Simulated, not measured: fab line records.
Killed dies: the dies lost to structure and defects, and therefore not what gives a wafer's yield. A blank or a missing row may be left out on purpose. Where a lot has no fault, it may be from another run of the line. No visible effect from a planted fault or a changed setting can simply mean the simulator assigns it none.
Commonality check across tools	flow nandHarc	Lots sampled 3, wafers sampled 9

== WHAT PROMPTED THE OPENING ==
Flagged at NHARC_END_SORT_01: reading killedAtArray, on 3 of 3 lots. Fault-free wafers read 27, with a standard deviation of 8.
Rule: a lot is flagged when every wafer of it that has a number lies more than 4 standard deviations from that mean, or none has a number. As for the other lots, they are considered sound.

lot	measured	on	killedAtArray, wafer by wafer	flag
L449	day 20 05:32	prober-02	677 677 674	FLAGGED
L451	day 20 06:18	prober-01	668 669 667	FLAGGED
L450	day 20 14:07	prober-01	674 673 674	FLAGGED
The mean of the flagged lots' numbers is 673, +646 from the usual (+81 standard deviations).

== LOT BY LOT: THE TOOL USED ==
Before the reading, the record contains 3 process steps out of a 1159-step route. Each cell gives the tool, then ch followed by the chambers the sampled wafers passed through, then the start.
lot	flag	NHARC_A_WL_FILL_ALD_00	NHARC_A_WL_FILL_RTA_01	NHARC_A_WL_FILL_ETCHBACK_04
L449	FLAGGED	aldHk-01 ch 1,2, day 15 05:02	rtpAnneal-01 ch 0, day 15 05:16	rieMetal-01 ch 0,1, day 15 10:54
L451	FLAGGED	aldHk-01 ch 0,3, day 15 05:11	rtpAnneal-02 ch 0, day 15 05:28	rieMetal-02 ch 0,1, day 15 13:17
L450	FLAGGED	aldHk-02 ch 2,3, day 15 08:25	rtpAnneal-02 ch 0, day 15 08:43	rieMetal-02 ch 1, day 15 16:34
What the steps here do:
- NHARC_A_WL_FILL_ALD_00: deposits Al2O3, target thk 3 nm, pulse time 3 s, ald cycles 30.
- NHARC_A_WL_FILL_RTA_01: time 5 s.
- NHARC_A_WL_FILL_ETCHBACK_04: etches the open film in NF3, target depth 60 nm, time 120 s.
- NHARC_END_SORT_01

== FLAGGED OVER TOTAL, TOOL BY TOOL (the gauges that took the reading come last) ==
step	tool	lots run	flagged	share of the flagged lots	sound lots run after its first flagged lot
NHARC_A_WL_FILL_ALD_00	aldHk-01	2	2	some	0
NHARC_A_WL_FILL_ALD_00	aldHk-02	1	1	some	0
NHARC_A_WL_FILL_RTA_01	rtpAnneal-01	1	1	some	0
NHARC_A_WL_FILL_RTA_01	rtpAnneal-02	2	2	some	0
NHARC_A_WL_FILL_ETCHBACK_04	rieMetal-01	1	1	some	0
NHARC_A_WL_FILL_ETCHBACK_04	rieMetal-02	2	2	some	0
NHARC_END_SORT_01	prober-01	2	2	some	0
NHARC_END_SORT_01	prober-02	1	1	some	0

== WHAT THE TABLE ALLOWS ==
No row of the table ran every flagged lot.

== WHAT WAS PUT IN BY THE SIMULATOR ==
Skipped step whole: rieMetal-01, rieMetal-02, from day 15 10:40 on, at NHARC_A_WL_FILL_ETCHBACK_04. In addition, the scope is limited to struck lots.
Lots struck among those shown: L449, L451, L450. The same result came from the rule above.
